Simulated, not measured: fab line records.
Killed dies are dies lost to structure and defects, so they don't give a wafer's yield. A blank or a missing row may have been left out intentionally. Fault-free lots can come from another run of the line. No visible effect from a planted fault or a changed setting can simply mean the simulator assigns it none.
Chamber matching + flow n5 finfet + N5_DUMMY_GATE_DESCUM_20 on rie diel-05: 4 sister chambers
The step chemistry O2, time 6.2 s. 4 wafers are shown with their chamber, then 9 later ones without.

## WAFERS WITH THEIR CHAMBER
| wafer  | chamber | drypump motor current A (A) |
|--------|---------|-----------------------------|
| L087.5 | 1       | 6.5                         |
| L088.1 | 3       | 6.1                         |
| L088.2 | 2       | 4.9                         |
| L088.5 | 0       | 5.6                         |

## WAFERS MISSING THEIR CHAMBER
| wafer  | drypump motor current A (A) |
|--------|-----------------------------|
| L094.1 | 6.1                         |
| L094.5 | 5.6                         |
| L094.6 | 4.8                         |
| L095.2 | 6.1                         |
| L095.3 | 4.8                         |
| L095.5 | 6.1                         |
| L096.1 | 5.6                         |
| L096.3 | 4.9                         |
| L096.5 | 4.9                         |

## EACH ONE'S CHAMBER
| wafer  | from the rows above | in truth |
|--------|---------------------|----------|
| L094.1 | 3                   | 3        |
| L094.5 | 0                   | 0        |
| L094.6 | 2                   | 2        |
| L095.2 | 3                   | 3        |
| L095.3 | 2                   | 2        |
| L095.5 | 3                   | 3        |
| L096.1 | 0                   | 0        |
| L096.3 | 2                   | 2        |
| L096.5 | 2                   | 2        |
9 of 9 placed correctly. From these rows, 0 cannot be placed. Number placed wrongly: 0.
How it was worked out, from the rows above alone: a wafer's distance from a chamber is the root of the sum, over the readings, of the square of ((its reading less the chamber's mean) divided by the reading's scatter). The wafer belongs to the nearest chamber; if the next one is less than 2 further off, it can't be placed. For every chamber, the mean is computed from those of its wafers that are shown. The scatter: root of mean squared gap, hidden wafer to nearest shown wafer, with one shown wafer a chamber.
